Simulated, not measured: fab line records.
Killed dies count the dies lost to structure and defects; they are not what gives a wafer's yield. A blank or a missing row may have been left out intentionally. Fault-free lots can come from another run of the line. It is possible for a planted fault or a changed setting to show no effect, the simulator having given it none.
fab line records	flow n5-finfet
[record] lots = 6	wafers = 16	last-day = 16
route steps=1938 shown BEOL_M3@1013 BEOL_M4@1021 PASSIVATION@1936
lots with no fault: from the same line, run without faults
start-h: the number of hours between the record's first day and the start of the first shown wafer of the lot	wait-h: hours elapsed since this lot's preceding step	" same as the row above	L1.1+2: a row that stands for several wafers	- no value, or no start given	* or withheld: withheld	< > ~ a bound
route shown NAME@n: NAME is a module with steps in the file, n the number in the route of the first one	usual: mean/standard deviation taken from wafers without a fault	same: alike in all rows	chamber/n: place in a boat	sites: per-site readings	_std_site: how widely they spread, as a standard deviation	_edge_site: the outer-site mean with the inner-site mean subtracted	radius-mm: how far each site lies from the wafer's centre	mask NAME#n: copy n	behind: the most recent tool/chamber to have shaped the wafer	hold: cause of the lot's hold/its duration in hours/its outcome	device: whichever transistor did not switch (one of n, p or np)	end of line: the tests these same wafers got at the end of their route	a step without rows: its recipe alone	killed: the dies lost at the first sort to structure and to defects; this is not the yield of the wafer	map: a wafer's dies, x killed, . not, _ none there
set.NAME: the setting that was run; set.NAME@STEP: the one run at that earlier step	model.NAME: the simulator's own value behind a step, which no gauge read
lots at some steps of the route; a table a step, a row a wafer
services: the hour from which a tool's chamber was out of use, counted from the record's first day as start-h (under 0 if before that day), plus the number of hours and why
[[steps]]
[step N5_BEOL_M3_CMP_52]
[recipe] stop-on = SiOC	t-overpolish-s = 6.8	down-force-psi = 1	platen-rpm = 50	clearing-platen-down-force-psi = 1.5	clearing-platen-rpm = 50	post-cmp-clean = cu-alkaline	target-thk-nm = 40	clearing-platen-pad-velocity-m-s = 0.99484	pad-velocity-m-s = 0.99484
[usual] barrier-field-endpoint-s = 25.0/0.6	edge-zone-pressure-frac = 0.999/0.0052	motor-current-A = 6.1/0.54	overpolish-run-s = 6.799/0.0087	time-to-endpoint-s = 63/3.1
[same] t-overpolish-s = 6.8
lot.wafer	tool	chamber	start-h	wait-h	barrier-field-endpoint-s	edge-zone-pressure-frac	motor-current-A	overpolish-run-s	time-to-endpoint-s
L523.1	cmp-02	3	189.81	0.3	25.0	1.004	5.7	6.795	61
L523.2	"	0	"	"	25.5	1.002	6.6	6.797	60
L523.5	"	0	"	"	25.5	1.006	6.3	6.802	62
L524.1	cmp-01	2	192.51	0.3	24.2	1.002	5.5	6.796	61
L524.6	"	1	"	"	24.4	0.998	6.8	6.795	64
L524.5	"	2	"	"	25.4	1.003	5.8	6.813	62
L528.2	cmp-01	2	214.37	0.2	24.8	0.997	5.5	6.796	60
L528.1	"	0	"	"	25.2	0.994	5.5	6.784	61
L532.2	cmp-01	3	231.32	0.2	25.0	1.006	6.8	6.805	65
L532.4	"	2	"	"	25.0	1.000	5.5	6.821	65
L535.4	cmp-01	1	262.58	0.1	24.7	0.998	6.6	6.798	65
L535.1	"	2	"	"	24.5	0.992	5.7	6.806	58
L535.5	"	1	"	"	25.0	0.999	6.6	6.798	62
L536.1	cmp-04	0	266.68	0.3	25.7	0.995	5.6	6.794	68
L536.4	"	1	"	"	25.2	1.007	5.9	6.804	63
L536.5	"	0	"	"	25.5	1.005	5.3	6.789	69
[step N5_BEOL_M3_THK_MEAS_53]
[recipe] thk-meas-gauge = xrf	reads = Cu_of_BEOL_M3_ECD_50
[usual] M3_THK = 40.1/1.6
lot.wafer	tool	chamber	start-h	wait-h	M3_THK[nm]
L523.1	film-metro-02	-	190.10	-	39.3
L523.2	"	-	"	"	38.1
L523.5	"	-	"	"	40.2
L524.1	film-metro-01	-	192.78	0.2	39.4
L524.5	"	-	"	"	41.3
L524.6	"	-	"	"	40.0
L528.1	film-metro-02	-	214.66	-	36.5
L528.2	"	-	"	"	39.0
L532.2	film-metro-02	-	231.62	-	37.9
L532.4	"	-	"	"	37.1
L535.1	film-metro-01	-	262.88	-	39.1
L535.4	"	-	"	"	40.0
L535.5	"	-	"	"	38.2
L536.1	film-metro-01	-	266.94	-	41.7
L536.4	"	-	"	"	42.6
L536.5	"	-	"	"	42.6
[step N5_BEOL_M3_PRE_CLEAN_60]
[recipe] gas = NH3/H2	time-s = 15	temp-c = *	rf-power-w = 300
[usual] heater-power-w = 105/24
lot.wafer	tool	chamber	start-h	wait-h	heater-power-w
L523.1	cvd-co-01	2	190.14	0.0	127
L523.2	"	1	"	"	81
L523.5	"	0	"	"	78
L524.1	cvd-co-01	1	192.82	0.0	80
L524.5	"	0	"	"	79
L524.6	"	2	"	"	129
L528.1	cvd-co-01	2	214.70	0.0	129
L528.2	"	0	"	"	76
L532.2	cvd-co-02	1	231.65	0.0	94
L532.4	"	2	"	"	110
L535.1	cvd-co-02	1	262.92	0.0	91
L535.4	"	2	"	"	112
L535.5	"	0	"	"	139
L536.1	cvd-co-02	2	266.98	0.0	110
L536.4	"	1	"	"	95
L536.5	"	2	"	"	113
[step N5_BEOL_M3_CO_CAP_55]
[recipe] material = Co	target-thk-a = 20	temp-c = 200	precursor = CCTBA/H2	pressure-torr = 30	time-s = 102.1
[usual] heater-power-w = 260/30
lot.wafer	tool	chamber	start-h	wait-h	heater-power-w
L523.1	cvd-co-01	2	190.18	0.0	289
L523.2	"	1	"	"	229
L523.5	"	0	"	"	225
L524.1	cvd-co-01	1	192.86	0.0	232
L524.5	"	0	"	"	230
L524.6	"	2	"	"	286
L528.1	cvd-co-01	2	214.74	0.0	292
L528.2	"	0	"	"	228
L532.2	cvd-co-02	1	231.69	0.0	249
L532.4	"	2	"	"	259
L535.1	cvd-co-02	1	262.96	0.0	247
L535.4	"	2	"	"	266
L535.5	"	0	"	"	304
L536.1	cvd-co-02	2	267.02	0.0	273
L536.4	"	1	"	"	247
L536.5	"	2	"	"	272
[step N5_BEOL_M3_PRE_CLEAN_56]
[recipe] gas = NH3	time-s = 15	temp-c = withheld	rf-power-w = 300
[step N5_BEOL_M3_DEP_57]
[recipe] material = SiCN	target-thk-a = 80	temp-c = withheld	precursor = 3MS/NH3	pressure-torr = 3	rf-w = 202	time-s = 14
[usual] showerhead-plenum-p-Torr = 3.671/0.008	throttle-valve-pct = 9.0/0.56
lot.wafer	tool	chamber	start-h	wait-h	showerhead-plenum-p-Torr	throttle-valve-pct
L523.1	pecvd-04	0	190.31	0.0	3.681	9.4
L523.2	"	2	"	"	3.674	8.5
L523.5	"	2	"	"	3.677	8.8
L524.1	pecvd-02	0	192.97	0.0	3.667	10.0
L524.5	"	2	"	"	3.672	9.3
L524.6	"	0	"	"	3.670	9.8
L528.1	pecvd-04	1	214.86	0.0	3.669	9.0
L528.2	"	0	"	"	3.686	9.7
L532.2	pecvd-02	2	231.81	0.0	3.680	9.0
L532.4	"	0	"	"	3.667	9.6
L535.1	pecvd-01	2	263.07	0.0	3.657	8.2
L535.4	"	2	"	"	3.656	8.4
L535.5	"	0	"	"	3.688	9.4
L536.1	pecvd-04	1	267.13	0.0	3.675	8.9
L536.4	"	0	"	"	3.687	9.4
L536.5	"	2	"	"	3.677	8.6
[step N5_BEOL_M3_RS_MEAS_58]
[recipe] thk-meas-gauge = four-point-probe	reads = Co_of_BEOL_M3_CO_CAP_55+Cu_of_BEOL_M3_ECD_50+Co_of_BEOL_M3_CVD_47+TaN_of_BEOL_M3_ALD_84
[usual] M3_RS = 0.66/0.033
lot.wafer	tool	chamber	start-h	wait-h	M3_RS[ohm/sq]
L523.1	film-metro-02	-	190.39	0.1	0.67
L523.2	"	-	"	"	0.69
L523.5	"	-	"	"	0.65
L524.1	film-metro-01	-	193.04	0.0	0.67
L524.5	"	-	"	"	0.63
L524.6	"	-	"	"	0.65
L528.1	film-metro-01	-	214.92	0.0	0.73
L528.2	"	-	"	"	0.67
L532.2	film-metro-01	-	231.88	0.1	0.70
L532.4	"	-	"	"	0.72
L535.1	film-metro-01	-	263.14	0.0	0.67
L535.4	"	-	"	"	0.65
L535.5	"	-	"	"	0.69
L536.1	film-metro-01	-	267.20	0.0	0.62
L536.4	"	-	"	"	0.60
L536.5	"	-	"	"	0.61
[step N5_BEOL_M3_INSPECT_59]
[recipe] inspect-instrument = darkfield	mode = post-dep
[usual] raw-defect-count = 74/23
lot.wafer	tool	chamber	start-h	wait-h	raw-defect-count
L523.1	defect-inspect-01	-	190.42	0.0	61
L523.2	"	-	"	"	58
L523.5	"	-	"	"	60
L524.1	defect-inspect-02	-	193.07	0.0	119
L524.5	"	-	"	"	87
L524.6	"	-	"	"	62
L528.1	defect-inspect-02	-	214.95	0.0	81
L528.2	"	-	"	"	60
L532.2	defect-inspect-01	-	231.90	0.0	84
L532.4	"	-	"	"	119
L535.1	defect-inspect-01	-	263.17	0.0	75
L535.4	"	-	"	"	92
L535.5	"	-	"	"	100
L536.1	defect-inspect-01	-	267.22	0.0	53
L536.4	"	-	"	"	40
L536.5	"	-	"	"	75
[step N5_BEOL_M4_ILD_DEP_00]
[recipe] material = SiOC	target-thk-a = 790	temp-c = 350	precursor = DEMS/O2	pressure-torr = 5	rf-w = 500	time-s = 15.3
[step N5_BEOL_M4_THK_MEAS_01]
[recipe] reads = SiOC_of_BEOL_M4_ILD_DEP_00
[usual] M4_ILD_THK = 78.4/0.95
lot.wafer	tool	chamber	start-h	wait-h	M4_ILD_THK[nm]
L523.1	film-metro-01	-	190.52	0.0	77.3
L523.2	"	-	"	"	77.2
L523.5	"	-	"	"	78.5
L524.1	film-metro-01	-	193.17	0.0	78.3
L524.5	"	-	"	"	79.0
L524.6	"	-	"	"	79.6
L528.1	film-metro-01	-	215.05	0.0	77.7
L528.2	"	-	"	"	78.4
L532.2	film-metro-02	-	232.01	0.1	77.8
L532.4	"	-	"	"	80.2
L535.1	film-metro-01	-	263.27	0.0	78.1
L535.4	"	-	"	"	78.1
L535.5	"	-	"	"	77.3
L536.1	film-metro-01	-	267.33	0.0	77.3
L536.4	"	-	"	"	78.4
L536.5	"	-	"	"	79.6
[step N5_BEOL_M4_PECVD_72]
[recipe] material = SiO2	target-thk-a = 160	temp-c = 400	precursor = TEOS/O2	pressure-torr = 5.5	rf-w = 450	teos-flow-sccm = 53.8	gas = O2	flow-sccm = 3000	time-s = 18
[step N5_BEOL_M4_HM_DEP_02]
[recipe] material = TiN	target-thk-a = 200	temp-c = 25	chamber-pressure-pa = 0.49996
[usual] throttle-valve-pct = 29.8/1.3
lot.wafer	tool	chamber	start-h	wait-h	throttle-valve-pct
L523.1	pvd-sputter-02	-	191.31	0.7	29.8
L523.2	"	-	"	"	29.2
L523.5	"	-	"	"	29.7
L524.1	pvd-sputter-01	-	194.74	1.5	27.9
L524.5	"	-	"	"	31.9
L524.6	"	-	"	"	27.5
L528.1	pvd-sputter-01	-	215.98	0.9	28.8
L528.2	"	-	"	"	27.6
L532.2	pvd-sputter-03	-	232.96	0.9	30.5
L532.4	"	-	"	"	29.2
L535.1	pvd-sputter-03	-	263.43	0.1	30.6
L535.4	"	-	"	"	30.0
L535.5	"	-	"	"	30.2
L536.1	pvd-sputter-01	-	268.00	0.6	27.6
L536.4	"	-	"	"	31.3
L536.5	"	-	"	"	31.7
[step N5_BEOL_M4_COAT_61]
[recipe] resist = SOC	temp-c = 250	time-s = 60	spin-rpm = 1500	resist-thk-nm = 60
[usual] run-length-s = 66.22/0.15
lot.wafer	tool	chamber	start-h	wait-h	run-length-s
L523.1	litho-track-01	0	191.44	0.1	66.18
L523.2	"	0	"	"	66.21
L523.5	"	0	"	"	66.57
L524.1	litho-track-04	0	194.86	0.1	66.08
L524.5	"	0	"	"	66.16
L524.6	"	0	"	"	66.00
L528.1	litho-track-01	0	216.11	0.1	66.30
L528.2	"	0	"	"	76.86
L532.2	litho-track-01	0	233.08	0.1	76.71
L532.4	"	0	"	"	66.18
L535.1	litho-track-02	0	263.56	0.1	66.44
L535.4	"	0	"	"	66.23
L535.5	"	0	"	"	66.10
L536.1	litho-track-04	0	268.13	0.1	66.01
L536.4	"	0	"	"	66.14
L536.5	"	0	"	"	66.02
[step N5_BEOL_M4_COAT_62]
[recipe] resist = SiARC	temp-c = 220	time-s = 60	spin-rpm = 1500	resist-thk-nm = 12
[step N5_BEOL_M4_RC_MEAS_101]
[usual] DIBL_N = 36.9/1.6	DIBL_P = 37.1/2	IOFF_N = 0.17/0.032	IOFF_P = 0.22/0.036	ION_N = 674/12	ION_P = 463/7.8	SS_N = 71.7/0.63	SS_P = 73.5/0.62	VT_N = 249/3.3	VT_P = -250/3.5
lot.wafer	tool	chamber	start-h	wait-h	DIBL_N[mV/V]	DIBL_P[mV/V]	IOFF_N[nA/um]	IOFF_P[nA/um]	ION_N[uA/um]	ION_P[uA/um]	SS_N[mV/dec]	SS_P[mV/dec]	VT_N[mV]	VT_P[mV]
L523.1	prober-01	0	205.84	0.0	35.4	35.0	0.14	0.18	655	448	71.4	72.8	253	-253
L523.2	"	0	"	"	37.2	38.6	0.18	0.23	686	468	71.6	74.1	247	-251
L523.5	"	0	"	"	36.2	37.7	0.15	0.22	664	462	71.0	73.6	249	-253
L524.1	prober-02	0	206.32	0.0	37.7	38.3	0.19	0.24	686	463	71.1	74.2	247	-250
L524.5	"	0	"	"	35.9	35.9	0.16	0.21	676	463	70.7	73.8	248	-252
L524.6	"	0	"	"	33.4	32.8	0.11	0.16	653	448	70.3	72.0	254	-253
L528.1	prober-02	0	229.13	0.2	38.1	40.4	0.21	0.27	687	465	71.7	74.8	246	-247
L528.2	"	0	"	"	36.9	37.7	0.18	0.22	676	456	71.7	73.7	249	-251
L532.2	prober-01	0	241.92	0.2	38.4	37.4	0.19	0.23	679	460	71.6	73.7	246	-250
L532.4	"	0	"	"	37.7	37.3	0.18	0.23	670	458	72.3	73.4	248	-253
L535.1	prober-01	0	275.38	0.0	38.6	40.8	0.22	0.26	691	464	72.4	74.4	244	-247
L535.4	"	0	"	"	36.2	37.5	0.16	0.22	671	463	72.7	73.4	251	-250
L535.5	"	0	"	"	39.0	42.0	0.25	0.31	692	473	72.6	75.1	245	-248
L536.1	prober-02	0	279.26	0.0	34.9	34.5	0.14	0.17	662	455	71.2	73.0	253	-254
L536.4	"	0	"	"	37.1	38.1	0.17	0.23	676	464	72.1	73.4	250	-248
L536.5	"	0	"	"	36.3	37.7	0.17	0.22	679	470	72.4	73.2	249	-252
[step N5_PASSIVATION_PROBE_49]
[usual] defect-limited-yield = 90.9/1.6	killed_at_M0_to_M3 = 34/11	killed_at_M4_up = 14/5.7	killed-at-contacts = 13/6.5	killed-at-front-end = 43/11	killed-at-other = 4/3.1	killed-dies = 107/19	killed-open = 71/14	killed-short = 35/7.9	sort_bin_5_function = 5.3/1.1	sort_bin_6_memory = 3.4/0.74	sort-n-pass = 1073/19	sort-yield-pct = 90.9/1.6
[same] gross-dies = 1180	killed-at-back-side = 0	sort_bin_4_leakage[%] = 0	sort_bin_8_speed[%] = 0
lot.wafer	tool	chamber	start-h	wait-h	defect-limited-yield[%]	killed_at_M0_to_M3	killed_at_M4_up	killed-at-contacts	killed-at-front-end	killed-at-other	killed-dies	killed-open	killed-short	sort_bin_5_function[%]	sort_bin_6_memory[%]	sort-n-pass	sort-yield-pct[%]
L524.1	prober-02	-	312.23	0.0	92.7	28	8	13	34	3	86	64	21	4.8	2.2	1094	92.7
L524.5	prober-02	-	312.43	0.2	87.5	71	15	17	44	1	148	89	58	6.8	5.2	1032	87.5
L524.6	prober-02	-	312.48	0.3	90.7	33	17	15	41	4	110	79	30	5.9	3.1	1070	90.7
L532.2	prober-02	-	349.97	0.1	90.8	27	14	17	50	1	109	79	30	5.3	3.4	1071	90.8
// killed by level:class
L524.1 MOL_CONTACT_COAG:geometric-particle:open=12 BEOL_M0_SAQP:geometric-particle:open=11 STI_FIN_REVEAL:geometric-particle:open=8 FIN_SAQP:geometric-particle:open=7 FIN_SAQP:geometric-particle:short=6 BEOL_M1:geometric-particle:open=6 BEOL_M0_SAQP:geometric-particle:short=5 BEOL_M4:geometric-particle:open=4
L524.5 BEOL_M0_SAQP:geometric-particle:short=26 BEOL_M0_SAQP:geometric-particle:open=20 MOL_CONTACT_COAG:geometric-particle:open=13 BEOL_M4:geometric-particle:open=11 FIN_SAQP:geometric-particle:open=10 STI_FIN_REVEAL:geometric-particle:open=8 BEOL_M1:geometric-particle:short=6 BEOL_M2:geometric-particle:open=6
L524.6 STI_FIN_REVEAL:geometric-particle:open=12 BEOL_M4:geometric-particle:open=12 BEOL_M0_SAQP:geometric-particle:open=11 MOL_CONTACT_COAG:geometric-particle:open=11 BEOL_M0_SAQP:geometric-particle:short=9 FIN_SAQP:geometric-particle:open=7 DUMMY_GATE:geometric-particle:open=7 GATE_CUT:geometric-particle:open=4
L532.2 STI_FIN_REVEAL:geometric-particle:open=19 MOL_CONTACT_COAG:geometric-particle:open=12 BEOL_M3:geometric-particle:open=11 BEOL_M4:geometric-particle:open=10 GATE_CUT:geometric-particle:short=8 DUMMY_GATE:geometric-particle:open=6 FIN_SAQP:geometric-particle:open=5 MOL_CONTACT_COAG:geometric-particle:short=5
[[services]]
tool	chamber	start-h	hours	kind
pecvd-02	-	170.23	1.2	repair
pvd-sputter-01	-	175.05	0.9	repair
cmp-04	-	175.23	1.2	repair
pecvd-04	1	186.84	5.5	scheduled-down
cmp-02	-	187.40	2.3	repair
cmp-02	-	195.88	1.1	repair
cmp-02	-	204.74	0.2	repair
cmp-01	-	216.30	6.0	pm
pecvd-02	0	217.83	2.1	scheduled-down
cmp-02	-	226.70	5.5	pm
pecvd-04	-	226.86	0.3	repair
pecvd-01	2	240.45	2.1	scheduled-down
cmp-01	-	248.49	9.0	repair
cmp-01	-	262.95	3.7	repair
[[key]]
[first-sign] step = N5_BEOL_M4_COAT_61	reading = run-length-s	direction = up	sigmas = 71	usual = *	struck = *
effect none on later readings
met-at N5_BEOL_M4_COAT_61
struck-wafers L528.2,L532.2
onset-between 191.44 216.11
[fault] kind = process-parameter-drift	tool = litho-track-01	chamber = -	onset-h = 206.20	steps = N5_BEOL_M4_COAT_61	channel = time-s	offset = *	shape = step	end-h = 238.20	scope = struck-wafers-only	acts-in = *	stated = *
